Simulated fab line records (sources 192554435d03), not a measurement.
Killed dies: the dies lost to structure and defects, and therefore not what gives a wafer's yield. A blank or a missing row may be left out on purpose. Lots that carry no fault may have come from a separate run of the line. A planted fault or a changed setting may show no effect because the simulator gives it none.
fab line records | flow n5-finfet
record lots=11 wafers=33 last-day=16
route steps=1938 shown BEOL_M5@1160
lots with no fault: from the same line, run without faults
start-h: hours from the record's opening day to when the first of the lot's shown wafers began | wait-h: how many hours have passed since the lot's step before this one | " repeats the value in the row above | L1.1+2: several wafers, shown together as one row | - no value present, or no start provided | * or withheld: withheld | < > ~ a bound
route shown NAME@n: NAME is a module with steps in the file, n the number in the route of the first one | usual: mean/standard deviation of fault-free wafers | same: alike in all rows | chamber/n: place in a boat | sites: readings site by site | _std_site: their standard deviation | _edge_site: outer sites' mean less inner sites' | radius-mm: for every site, how far away it sits from the centre of the wafer | mask NAME#n: copy n | behind: the tool/chamber that last shaped the wafer | hold: why the lot went on hold/how many hours it stayed there/how the hold came to an end | device: the n, p or np transistor that did not switch | end of line: tests of these same wafers at the route's end | a step given without rows: its recipe and nothing more | killed: dies that structure and defects cost at the first sort, which is not the same as the wafer's yield | map: dies across one wafer; x = killed, . = not, _ = none there
set.NAME: the setting as run; set.NAME@STEP: as run at that earlier step | model.NAME: the simulator's own value behind a step, which no gauge read
one table for each step of the route and one row for each wafer, over a sample of lots
services: a tool's chamber out of use, with start hour (start-h, from the record's first day; less than 0 if before it), hours out, and reason
## steps
# step N5_BEOL_M5_TRENCH_ETCH_37
# recipe chemistry=C4F6/O2 target-depth-a=716.52 target=SiCOH_lowk time-s=24.7 ion-energy-ev=250 pressure-mtorr=30 source-w=345 bias-w=185 Ar_flow_sccm=300 C4F6_flow_sccm=10 O2_flow_sccm=10
# usual chamber-pressure-mTorr=30.003/0.027 drypump-motor-current-A=5.7/0.41 oes-product-au=0.76/0.09 rf-vpp-V=662/10 showerhead-plenum-p-Torr=2.84/0.081 throttle-valve-pct=21.03/0.25
# columns lot.wafer tool chamber start-h wait-h chamber-pressure-mTorr drypump-motor-current-A oes-product-au rf-hours-counter-h rf-vpp-V showerhead-plenum-p-Torr throttle-valve-pct
L449.3 rie-diel-03 3 - - 29.991 5.2 0.75 175 664 2.97 21.19
L449.4 " 0 " " 30.025 5.6 0.72 147 668 2.96 21.18
L449.6 " 2 " " 29.982 5.5 0.74 - 646 2.75 21.26
L450.3 rie-diel-04 0 - - 30.014 4.7 0.70 204 671 2.72 21.15
L450.4 " 3 " " 29.988 5.9 0.71 220 671 2.82 21.37
L450.6 " 1 " " 30.026 6.1 1.02 - 676 2.82 20.83
L452.1 rie-diel-01 2 - - 30.015 6.3 0.72 169 649 2.83 21.01
L452.3 " 3 " " 30.007 5.8 0.71 182 663 2.72 20.85
L452.6 " 1 " " 29.991 6.0 0.89 - 675 2.90 20.59
L453.1 rie-diel-04 3 - - 30.003 5.9 0.72 226 669 2.82 21.37
L453.3 " 2 " " 29.980 5.8 0.71 191 662 2.93 20.55
L453.5 " 0 " " 30.028 4.7 0.69 - 672 2.72 21.17
L457.3 rie-diel-03 2 - - 30.024 5.5 0.73 182 646 2.74 21.29
L457.4 " 1 " " 30.019 5.7 0.73 196 666 2.85 21.19
L457.5 " 2 " " 30.021 5.5 0.73 - 644 2.74 21.29
L461.3 rie-diel-04 1 - - 29.993 6.1 0.94 24 674 2.81 20.88
L461.4 " 0 " " 29.993 4.7 0.68 224 670 2.71 21.20
L461.5 " 2 " " 30.006 5.7 0.70 - 660 2.92 20.58
L462.1 rie-diel-04 1 - - 30.015 6.1 0.92 28 674 2.81 20.87
L462.3 " 0 " " 30.041 4.7 0.69 227 670 2.71 21.18
L462.5 " 3 " " 30.013 5.9 0.69 - 671 2.81 21.40
L463.1 rie-diel-01 2 - - 29.976 6.3 0.70 192 649 2.82 21.07
L463.5 " 0 " " 30.040 5.3 0.94 - 643 2.88 20.88
L463.6 " 1 " " 30.025 6.0 0.85 - 676 2.89 20.61
L464.2 rie-diel-03 2 - - 30.050 5.5 0.72 195 645 2.73 21.32
L464.5 " 1 " " 30.017 5.8 0.72 - 665 2.84 21.22
L464.6 " 2 " " 30.059 5.5 0.72 - 647 2.73 21.32
L466.1 rie-diel-04 1 - - 29.984 6.1 0.91 32 673 2.81 20.90
L466.3 " 0 " " 30.002 4.7 0.68 232 671 2.71 21.19
L466.4 " 2 " " 29.919 5.8 0.69 215 660 2.92 20.60
L469.2 rie-diel-01 1 - - 30.027 6.0 0.85 65 676 2.88 20.62
L469.3 " 0 " " 30.001 5.3 0.93 27 645 2.88 20.89
L469.5 " 2 " " 30.022 6.3 0.70 - 647 2.82 21.08
# step N5_BEOL_M5_STRIP_91
# recipe chemistry=N2/H2 time-s=10 power-w=450 temp-c=40 pressure-mtorr=20 rf-frequency-hz=6e+07 bias-power-w=7 n2-flow-sccm=200 h2-flow-sccm=200
# usual chamber-pressure-mTorr=20.001/0.021 drypump-motor-current-A=5.7/0.41 oes-product-au=0.76/0.09 rf-vpp-V=59.1/0.79 showerhead-plenum-p-Torr=2.52/0.078 throttle-valve-pct=23.7/0.3
# columns lot.wafer tool chamber start-h wait-h chamber-pressure-mTorr drypump-motor-current-A oes-product-au rf-hours-counter-h rf-vpp-V showerhead-plenum-p-Torr throttle-valve-pct
L449.3 rie-diel-03 3 - - 19.989 5.3 0.76 175 60.5 2.63 23.4
L449.4 " 0 " " 19.998 5.7 0.74 147 59.7 2.66 23.9
L449.6 " 2 " " 20.003 5.5 0.75 - 59.6 2.43 23.9
L450.3 rie-diel-04 0 - - 19.977 4.7 0.69 204 58.3 2.41 24.2
L450.4 " 3 " " 19.965 5.9 0.71 220 58.1 2.51 23.9
L450.6 " 1 " " 20.041 6.1 1.01 - 59.3 2.49 23.4
L452.1 rie-diel-01 2 - - 19.999 6.3 0.73 169 60.1 2.53 23.8
L452.3 " 3 " " 19.983 5.8 0.74 182 58.8 2.43 23.6
L452.6 " 1 " " 20.009 6.0 0.88 - 60.0 2.57 23.2
L453.1 rie-diel-04 3 - - 20.004 5.9 0.71 226 59.0 2.50 23.9
L453.3 " 2 " " 20.001 5.8 0.72 191 59.4 2.63 23.2
L453.5 " 0 " " 19.987 4.7 0.69 - 58.7 2.41 24.2
L457.3 rie-diel-03 2 - - 19.997 5.5 0.72 182 57.7 2.42 24.0
L457.4 " 1 " " 19.991 5.8 0.72 197 58.8 2.51 23.9
L457.5 " 2 " " 19.985 5.5 0.72 - 58.5 2.42 23.9
L461.3 rie-diel-04 1 - - 19.990 6.1 0.93 24 59.0 2.48 23.4
L461.4 " 0 " " 20.009 4.7 0.67 224 59.0 2.41 24.2
L461.5 " 2 " " 20.027 5.7 0.71 - 58.6 2.62 23.3
L462.1 rie-diel-04 1 - - 20.016 6.1 0.91 28 58.1 2.48 23.4
L462.3 " 0 " " 19.981 4.7 0.67 227 59.2 2.40 24.2
L462.5 " 3 " " 20.014 6.0 0.69 - 60.0 2.49 24.0
L463.1 rie-diel-01 2 - - 20.004 6.2 0.70 192 59.5 2.53 23.9
L463.5 " 0 " " 19.980 5.3 0.95 - 59.3 2.58 23.6
L463.6 " 1 " " 20.004 6.0 0.85 - 60.0 2.56 23.3
L464.2 rie-diel-03 2 - - 20.004 5.5 0.72 195 58.4 2.41 24.0
L464.5 " 1 " " 19.988 5.8 0.72 - 60.7 2.51 23.9
L464.6 " 2 " " 20.027 5.5 0.72 - 57.9 2.41 24.0
L466.1 rie-diel-04 1 - - 20.011 6.1 0.91 32 59.2 2.48 23.4
L466.3 " 0 " " 20.000 4.7 0.67 232 58.7 2.40 24.2
L466.4 " 2 " " 20.002 5.8 0.70 215 60.5 2.62 23.3
L469.2 rie-diel-01 1 - - 19.984 6.0 0.84 65 58.6 2.56 23.3
L469.3 " 0 " " 20.006 5.3 0.92 27 59.8 2.58 23.6
L469.5 " 2 " " 19.995 6.3 0.70 - 59.1 2.52 23.9
# step N5_BEOL_M5_ALD_86
# recipe material=TaN target-thk-a=* temp-c=275 ald-precursor-family=PDMAT ald-co-reactant=NH3 pressure-torr=3 carrier-flow-sccm=1500 pulse-time-s=2 purge-time-s=3 co-reactant-purge-time-s=2 co-reactant-pulse-time-s=3 ald-cycles=30 precursor-vessel-temp-c=75 precursor-vessel-pressure-torr=26.25 precursor-vessel-carrier-sccm=1000
# usual co-reactant-pulse-time-s=3/0 heater-power-w=419/42
# columns lot.wafer tool chamber start-h wait-h co-reactant-pulse-time-s heater-power-w
L449.3 ald-metal-03 1 171.08 0.1 3 366
L449.4 " 0 " " 3 378
L449.6 " 2 " " 3 423
L450.3 ald-metal-01 2 185.17 0.0 3 397
L450.4 " 1 " " 3 440
L450.6 " 0 " " 3 466
L452.1 ald-metal-03 0 198.13 0.0 3 388
L452.3 " 2 " " 3 429
L452.6 " 3 " " 3 416
L453.1 ald-metal-03 1 205.46 0.0 3 396
L453.3 " 0 " " 3 372
L453.5 " 0 " " 3 380
L457.3 ald-metal-03 1 227.79 0.3 2.526 387
L457.4 " 3 " " 2.526 423
L457.5 " 3 " " 2.526 417
L461.3 ald-metal-03 1 253.10 0.1 2.526 379
L461.4 " 2 " " 2.526 420
L461.5 " 0 " " 2.526 360
L462.1 ald-metal-02 0 264.19 0.0 3 546
L462.3 " 3 " " 3 381
L462.5 " 3 " " 3 384
L463.1 ald-metal-01 0 264.39 0.0 3 466
L463.5 " 1 " " 3 435
L463.6 " 0 " " 3 459
L464.2 ald-metal-02 1 264.47 0.0 3 434
L464.5 " 2 " " 3 405
L464.6 " 3 " " 3 383
L466.1 ald-metal-01 2 283.34 0.1 3 396
L466.3 " 1 " " 3 449
L466.4 " 3 " " 3 440
L469.2 ald-metal-01 3 294.98 0.0 3 437
L469.3 " 2 " " 3 383
L469.5 " 2 " " 3 394
# step N5_BEOL_M5_ANNEAL_89
# recipe temp-c=400 time-s=1800 ambient=vacuum
# usual heater-power-w=794/61
# columns lot.wafer tool chamber start-h wait-h heater-power-w
L449.3 pvd-sputter-02 - 175.31 0.0 713
L449.4 " - " " 736
L449.6 " - " " 713
L450.3 pvd-sputter-03 - 189.01 0.0 832
L450.4 " - " " 909
L450.6 " - " " 865
L452.1 pvd-sputter-03 - 201.99 0.0 795
L452.3 " - " " 914
L452.6 " - " " 696
L453.1 pvd-sputter-02 - 209.33 0.0 711
L453.3 " - " " 733
L453.5 " - " " 722
L457.3 pvd-sputter-03 - 232.05 0.0 860
L457.4 " - " " 792
L457.5 " - " " 710
L461.3 pvd-sputter-01 - 256.90 0.0 808
L461.4 " - " " 819
L461.5 " - " " 755
L462.1 pvd-sputter-02 - 268.20 0.0 820
L462.3 " - " " 784
L462.5 " - " " 720
L463.1 pvd-sputter-01 - 268.33 0.0 742
L463.5 " - " " 760
L463.6 " - " " 803
L464.2 pvd-sputter-03 - 270.42 0.0 864
L464.5 " - " " 844
L464.6 " - " " 905
L466.1 pvd-sputter-02 - 288.12 0.0 715
L466.3 " - " " 782
L466.4 " - " " 808
L469.2 pvd-sputter-02 - 298.82 0.0 803
L469.3 " - " " 720
L469.5 " - " " 782
## services
# columns tool chamber start-h hours kind
rie-diel-04 1 154.34 - clean
rie-diel-04 1 154.34 - consumable-replace:focus-ring
rie-diel-04 1 154.34 25.1 scheduled-down
rie-diel-04 1 154.34 25.1 vent-cycle
ald-metal-02 3 177.12 19.9 repair
rie-diel-01 0 188.11 - clean
rie-diel-01 0 188.11 - consumable-replace:focus-ring
rie-diel-01 0 188.11 20.4 scheduled-down
rie-diel-01 0 188.11 20.4 vent-cycle
rie-diel-01 1 203.57 15.6 repair
ald-metal-03 0 231.60 2.0 repair
rie-diel-04 0 241.77 2.9 repair
rie-diel-03 3 243.02 4.6 repair
rie-diel-04 3 266.66 7.7 repair
ald-metal-01 0 267.58 10.6 repair
rie-diel-04 3 288.44 - clean
rie-diel-04 3 288.44 - consumable-replace:focus-ring
rie-diel-04 3 288.44 14.5 scheduled-down
rie-diel-04 3 288.44 14.5 vent-cycle
## key
first-sign step=N5_BEOL_M5_ALD_86 reading=co-reactant-pulse-time-s direction=down sigmas=99+ usual=* struck=*
effect none on later readings
met-at N5_BEOL_M5_ALD_86
struck-lots L457,L461
baseline-loss step=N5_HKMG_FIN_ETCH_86 wafers=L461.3
not-acting-at N5_BEOL_M5_TRENCH_ETCH_37,N5_BEOL_M5_STRIP_91,N5_BEOL_M5_ANNEAL_89
onset-between 205.46 227.79
fault kind=process-parameter-drift tool=ald-metal-03 chamber=- onset-h=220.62 steps=N5_BEOL_M5_ALD_86 channel=co-reactant-pulse-time-s offset=* shape=step end-h=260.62 acts-in=* stated=*
# baseline-loss: these wafers lose ten dies or more at that step, a loss of the line's own and not of a fault; the sort's usual values leave them out
